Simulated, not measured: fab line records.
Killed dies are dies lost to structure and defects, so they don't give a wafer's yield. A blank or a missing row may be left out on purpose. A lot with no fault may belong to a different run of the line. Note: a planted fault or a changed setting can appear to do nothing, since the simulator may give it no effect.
Lot-split experiment / flow n5_finfet / on a route of 1938 steps: 7 lots, 33 wafers read

ON THE SPLIT
At N5_BEOL_M0_SAQP_SPACER2_ALD_26 (deposits SiO2, target thk 15 nm, pulse time 1 s, purge time 2 s), the setting target_thk_a was moved away from the recipe's 150 angstrom on 10 of the 33 wafers read, by -58.4% to +16.5%. The other wafers ran this setting at the recipe's value.

FROM THE SPLIT TO THE READING: what the file shows between them, 2 steps
- N5_BEOL_M0_SAQP_SPACER2_ETCHBACK_27: etches SiO2 in CHF3/O2, target depth 22.5 nm, time 11.25 s
- N5_BEOL_M0_SAQP_MANDREL2_REMOVE_110: chemistry HBr/Cl2/O2, target a-Si, stops on SiCN, bt time 10 s

THE READING
cd_nm (nm) at N5_BEOL_M0_SAQP_CD_MEAS_29, where the cd target is 14.4 nm. Typical for fault-free wafers on this fab line: 15.02 nm, with standard deviation 0.22 nm.

wafer=L077.2; tool, chamber at the split=ald_sin-01, 0,1,3; target_thk_a as run, angstrom=150; against the recipe=recipe; cd_nm, nm=15.21; against lot-mates on the recipe=-
wafer=L077.4; tool, chamber at the split=ald_sin-01, 2,3; target_thk_a as run, angstrom=174.8; against the recipe=+16.5%; cd_nm, nm=17.53; against lot-mates on the recipe=+2.32
wafer=L077.5; tool, chamber at the split=ald_sin-01, 2; target_thk_a as run, angstrom=174.8; against the recipe=+16.5%; cd_nm, nm=17.76; against lot-mates on the recipe=+2.55
wafer=L085.1; tool, chamber at the split=ald_sin-01, 1,3,2,1,3,2; target_thk_a as run, angstrom=150; against the recipe=recipe; cd_nm, nm=14.81; against lot-mates on the recipe=-
wafer=L085.2; tool, chamber at the split=ald_sin-01, 1,3,2,1,3,2; target_thk_a as run, angstrom=150; against the recipe=recipe; cd_nm, nm=14.83; against lot-mates on the recipe=-
wafer=L085.3; tool, chamber at the split=ald_sin-01, 1,3,2,1,3,2; target_thk_a as run, angstrom=150; against the recipe=recipe; cd_nm, nm=14.89; against lot-mates on the recipe=-
wafer=L085.4; tool, chamber at the split=ald_sin-01, 1,3,2,1,3,2; target_thk_a as run, angstrom=150; against the recipe=recipe; cd_nm, nm=15.02; against lot-mates on the recipe=-
wafer=L085.5; tool, chamber at the split=ald_sin-01, 1,3,2,1,3,2; target_thk_a as run, angstrom=150; against the recipe=recipe; cd_nm, nm=15.19; against lot-mates on the recipe=-
wafer=L085.6; tool, chamber at the split=ald_sin-01, 1,3,2,1,3,2; target_thk_a as run, angstrom=150; against the recipe=recipe; cd_nm, nm=15.16; against lot-mates on the recipe=-
wafer=L089.1; tool, chamber at the split=ald_sin-02, 2,3,1; target_thk_a as run, angstrom=62.45; against the recipe=-58.4%; cd_nm, nm=6.28; against lot-mates on the recipe=-8.70
wafer=L089.2; tool, chamber at the split=ald_sin-02, 0; target_thk_a as run, angstrom=150; against the recipe=recipe; cd_nm, nm=14.98; against lot-mates on the recipe=-
wafer=L089.3; tool, chamber at the split=ald_sin-02, 2,3,1; target_thk_a as run, angstrom=62.45; against the recipe=-58.4%; cd_nm, nm=6.51; against lot-mates on the recipe=-8.47
wafer=L091.1; tool, chamber at the split=ald_sin-01, 2; target_thk_a as run, angstrom=150; against the recipe=recipe; cd_nm, nm=15.02; against lot-mates on the recipe=-
wafer=L091.2; tool, chamber at the split=ald_sin-01, 1,0; target_thk_a as run, angstrom=150; against the recipe=recipe; cd_nm, nm=15.14; against lot-mates on the recipe=-
wafer=L091.3; tool, chamber at the split=ald_sin-01, 1,0; target_thk_a as run, angstrom=150; against the recipe=recipe; cd_nm, nm=14.93; against lot-mates on the recipe=-
wafer=L092.1; tool, chamber at the split=ald_sin-03, 3,0; target_thk_a as run, angstrom=150; against the recipe=recipe; cd_nm, nm=14.93; against lot-mates on the recipe=-
wafer=L092.2; tool, chamber at the split=ald_sin-03, 0; target_thk_a as run, angstrom=150; against the recipe=recipe; cd_nm, nm=15.23; against lot-mates on the recipe=-
wafer=L092.3; tool, chamber at the split=ald_sin-03, 1,3; target_thk_a as run, angstrom=103.2; against the recipe=-31.2%; cd_nm, nm=10.67; against lot-mates on the recipe=-4.29
wafer=L092.4; tool, chamber at the split=ald_sin-03, 2; target_thk_a as run, angstrom=103.2; against the recipe=-31.2%; cd_nm, nm=10.36; against lot-mates on the recipe=-4.60
wafer=L092.5; tool, chamber at the split=ald_sin-03, 3,0; target_thk_a as run, angstrom=150; against the recipe=recipe; cd_nm, nm=14.72; against lot-mates on the recipe=-
wafer=L092.6; tool, chamber at the split=ald_sin-03, 1,3; target_thk_a as run, angstrom=103.2; against the recipe=-31.2%; cd_nm, nm=10.77; against lot-mates on the recipe=-4.19
wafer=L094.1; tool, chamber at the split=ald_sin-02, 0,3,3; target_thk_a as run, angstrom=104.1; against the recipe=-30.6%; cd_nm, nm=10.43; against lot-mates on the recipe=-4.50
wafer=L094.2; tool, chamber at the split=ald_sin-02, 1,2; target_thk_a as run, angstrom=150; against the recipe=recipe; cd_nm, nm=14.74; against lot-mates on the recipe=-
wafer=L094.3; tool, chamber at the split=ald_sin-02, 1,2; target_thk_a as run, angstrom=150; against the recipe=recipe; cd_nm, nm=14.74; against lot-mates on the recipe=-
wafer=L094.4; tool, chamber at the split=ald_sin-02, 0,3,3; target_thk_a as run, angstrom=104.1; against the recipe=-30.6%; cd_nm, nm=10.24; against lot-mates on the recipe=-4.69
wafer=L094.5; tool, chamber at the split=ald_sin-02, 0; target_thk_a as run, angstrom=150; against the recipe=recipe; cd_nm, nm=15.30; against lot-mates on the recipe=-
wafer=L094.6; tool, chamber at the split=ald_sin-02, 0,3,3; target_thk_a as run, angstrom=104.1; against the recipe=-30.6%; cd_nm, nm=10.20; against lot-mates on the recipe=-4.73
wafer=L097.1; tool, chamber at the split=ald_sin-03, 0,1,3,3; target_thk_a as run, angstrom=150; against the recipe=recipe; cd_nm, nm=15.46; against lot-mates on the recipe=-
wafer=L097.2; tool, chamber at the split=ald_sin-03, 2; target_thk_a as run, angstrom=150; against the recipe=recipe; cd_nm, nm=14.71; against lot-mates on the recipe=-
wafer=L097.3; tool, chamber at the split=ald_sin-03, 0,1,3,3; target_thk_a as run, angstrom=150; against the recipe=recipe; cd_nm, nm=14.62; against lot-mates on the recipe=-
wafer=L097.4; tool, chamber at the split=ald_sin-03, 0,1,3,3; target_thk_a as run, angstrom=150; against the recipe=recipe; cd_nm, nm=14.95; against lot-mates on the recipe=-
wafer=L097.5; tool, chamber at the split=ald_sin-03, 2; target_thk_a as run, angstrom=150; against the recipe=recipe; cd_nm, nm=14.88; against lot-mates on the recipe=-
wafer=L097.6; tool, chamber at the split=ald_sin-03, 0,1,3,3; target_thk_a as run, angstrom=150; against the recipe=recipe; cd_nm, nm=14.55; against lot-mates on the recipe=-
When a row names more than one chamber, that row covers several wafers, and the file does not tell which wafer ran in which chamber.

FIT RESULTS
A straight line over all 33 wafers: cd_nm changes by +0.148 nm for each +1% of target_thk_a; r = +1.00; the points scatter about the line by 0.24 nm.
The same after taking each lot's own level away (the mean of its wafers on the recipe; 33 wafers): +0.146 nm for each +1%; r = +1.00; scatter 0.21 nm.
That fit puts the effect of the largest move of target_thk_a on the reading at 8.5 nm.
Across the lots, their own levels run from 14.862 to 15.210 nm, a range of 1.6 times the standard deviation given above.
The two slopes agree, so the slope changes little with the lot-to-lot level.
Check: with one of the wafers moved furthest among these (-58.4%) left out of the fit, the line predicts -8.49 nm for it against its lot-mates. Against them it came out at -8.7 nm.

THE OTHER SPLITS THESE WAFERS WENT THROUGH
Note: prior to the reading, these wafers also went through further splits. Each is held against what the fit with the lots' levels taken away leaves over:
other split on the same wafers=N5_ZERO_LAYER_DEVELOP_10 develop_time_s; wafers away from the commonest value=13; r with cd_nm (lot level and that fit taken away)=+0.21
other split on the same wafers=N5_FIN_SAQP_DEVELOP_15 develop_time_s; wafers away from the commonest value=14; r with cd_nm (lot level and that fit taken away)=+0.14
other split on the same wafers=N5_HKMG_FIN_DEVELOP_11 develop_time_s; wafers away from the commonest value=14; r with cd_nm (lot level and that fit taken away)=-0.19
other split on the same wafers=N5_MOL_CONTACT_COAG_ETCH_106 target_depth_a; wafers away from the commonest value=9; r with cd_nm (lot level and that fit taken away)=-0.39

THE WHOLE CHAIN: every reading that the file lists as answering this split, in the file's order
step=N5_BEOL_M0_SAQP_SPACER2_ALD_26; what it does=deposits SiO2, target thk 15 nm, pulse time 1 s, purge time 2 s; reading=SiO2_of_BEOL_M0_SAQP_SPACER2_ALD_26.thk_nm (the simulator's own value, which no gauge read); change (the file's fit)=+0.151 nm for each +1% of the setting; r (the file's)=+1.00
step=N5_BEOL_M0_SAQP_MANDREL2_REMOVE_110; what it does=chemistry HBr/Cl2/O2, target a-Si, stops on SiCN, bt time 10 s; reading=BEOL_M0_SAQP.cd_nm (the simulator's own value, which no gauge read); change (the file's fit)=+0.151 nm for each +1% of the setting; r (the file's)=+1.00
step=N5_BEOL_M0_SAQP_MANDREL2_REMOVE_110; what it does=chemistry HBr/Cl2/O2, target a-Si, stops on SiCN, bt time 10 s; reading=SiO2_of_BEOL_M0_SAQP_SPACER2_ALD_26.thk_nm (the simulator's own value, which no gauge read); change (the file's fit)=+0.14 nm for each +1% of the setting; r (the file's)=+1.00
step=N5_BEOL_M0_SAQP_CD_MEAS_29; what it does=target cd 14.4 nm; reading=cd_nm; change (the file's fit)=+0.146 nm for each +1% of the setting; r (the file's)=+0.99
step=N5_BEOL_M0_CUTY_ETCH_63; what it does=etches SOC in N2/H2, target depth 82.7 nm, overetch 16.5 nm, time 124 s; reading=SiO2_of_BEOL_M0_SAQP_SPACER2_ALD_26.thk_nm (the simulator's own value, which no gauge read); change (the file's fit)=+0.116 nm for each +1% of the setting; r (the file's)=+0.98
step=N5_BEOL_M0_ETCH_138; what it does=etches SiCN in CH3F/O2, target depth 12 nm, time 31.6 s; reading=SiO2_of_BEOL_M0_SAQP_SPACER2_ALD_26.thk_nm (the simulator's own value, which no gauge read); change (the file's fit)=+0.0967 nm for each +1% of the setting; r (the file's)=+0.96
step=N5_BEOL_M0_HM_OPEN_105; what it does=chemistry Cl2/BCl3, target TiN, target depth 12 nm; reading=SiO2_of_BEOL_M0_SAQP_SPACER2_ALD_26.thk_nm (the simulator's own value, which no gauge read); change (the file's fit)=not straight: 0.4 at the lowest setting, 2.756 at the recipe, 5.2 at the highest; r (the file's)=not given

THE FILE'S OWN FIT
cd_nm changes by +0.146 nm for each +1% of target_thk_a, r = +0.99.
